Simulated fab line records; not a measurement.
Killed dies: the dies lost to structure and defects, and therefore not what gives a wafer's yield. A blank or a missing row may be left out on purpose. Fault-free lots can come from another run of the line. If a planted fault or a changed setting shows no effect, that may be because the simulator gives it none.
Split-lot study + flow n5_finfet + 21 wafers read from 7 lots, route of 1938 steps

== ABOUT THE SPLIT ==
At N5_PASSIVATION_PASS_ETCH_47 (etches SiNx in CF4/O2, target depth 770 nm, time 385 s), the setting source_w was moved away from the recipe's 535 W on 7 of the 21 wafers read, by -15.4% to +14.6%. For the rest of the wafers, this setting stayed at what the recipe calls for.

The reading is taken at the split's own step.

== THE READING ==
etch.depth_nm (the simulator's own value, which no gauge read), in nm, at N5_PASSIVATION_PASS_ETCH_47 (etches SiNx in CF4/O2, target depth 770 nm, time 385 s). The file does not state a usual value for it. Here, 14 wafers ran the recipe; their average is 770.4 nm with a standard deviation of 18 nm.

| wafer  | tool, chamber at the split | source_w as run, W | against the recipe | etch.depth_nm, nm | against lot-mates on the recipe |
|--------|----------------------------|--------------------|--------------------|-------------------|---------------------------------|
| L078.3 | rie_diel-06, 0             | 535                | recipe             | 746.1             | -                               |
| L078.4 | rie_diel-06, 2             | 593.6              | +11.0%             | 833.4             | +87.3                           |
| L078.6 | rie_diel-06, 0             | 593.6              | +11.0%             | 812.9             | +66.8                           |
| L085.2 | rie_diel-06, 2             | 613.1              | +14.6%             | 853.6             | +46.0                           |
| L085.3 | rie_diel-06, 1             | 535                | recipe             | 807.6             | -                               |
| L085.5 | rie_diel-06, 2             | 613.1              | +14.6%             | 850.7             | +43.1                           |
| L084.1 | rie_diel-06, 3             | 452.6              | -15.4%             | 665.7             | -89.8                           |
| L084.3 | rie_diel-06, 2             | 535                | recipe             | 758.7             | -                               |
| L084.5 | rie_diel-06, 2             | 535                | recipe             | 752.2             | -                               |
| L087.1 | rie_diel-05, 0             | 535                | recipe             | 752.5             | -                               |
| L087.2 | rie_diel-05, 1             | 535                | recipe             | 779               | -                               |
| L087.6 | rie_diel-05, 3             | 535                | recipe             | 797.4             | -                               |
| L091.1 | rie_diel-05, 0             | 535                | recipe             | 759               | -                               |
| L091.3 | rie_diel-05, 2             | 564                | +5.4%              | 817.1             | +58.1                           |
| L091.5 | rie_diel-05, 1             | 564                | +5.4%              | 819.3             | +60.3                           |
| L096.1 | rie_diel-05, 3             | 535                | recipe             | 786.4             | -                               |
| L096.4 | rie_diel-05, 3             | 535                | recipe             | 789.1             | -                               |
| L096.5 | rie_diel-05, 1             | 535                | recipe             | 771.9             | -                               |
| L097.1 | rie_diel-06, 2             | 535                | recipe             | 752.3             | -                               |
| L097.2 | rie_diel-06, 0             | 535                | recipe             | 765.3             | -                               |
| L097.4 | rie_diel-06, 3             | 535                | recipe             | 768.4             | -                               |

FIT RESULTS
A straight line over all 21 wafers: etch.depth_nm changes by +5.93 nm for each +1% of source_w; r = +0.91; the points scatter about the line by 18 nm.
The same after taking each lot's own level away (the mean of its wafers on the recipe; 21 wafers): +5.13 nm for each +1%; r = +0.88; scatter 18 nm.
According to that fit, moving source_w by its largest amount changes the reading by 79 nm.
Measured against the standard deviation above, the lots' own levels, which go from 746.10 to 807.60 nm, span 3.4 times it.
So the slope is not independent of the lot-to-lot level: the two fits are not the same.
Check: with one of the wafers moved furthest among these (-15.4%) left out of the fit, the line predicts -69 nm for it against its lot-mates. It came out at -89.8 nm against them.

== ADDITIONAL SPLITS CARRIED BY THESE WAFERS ==
Note: prior to the reading, these wafers also went through further splits. Each is held against what the fit with the lots' levels taken away leaves over:
| other split on the same wafers     | wafers away from the commonest value | r with etch.depth_nm (lot level and that fit taken away) |
|------------------------------------|--------------------------------------|----------------------------------------------------------|
| N5_MIM_TOP_LITHO_EXPOSE_05 dose_mj | 7                                    | -0.16                                                    |

== FILE'S OWN FIT ==
etch.depth_nm changes by +5.33 nm for each +1% of source_w, r = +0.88.
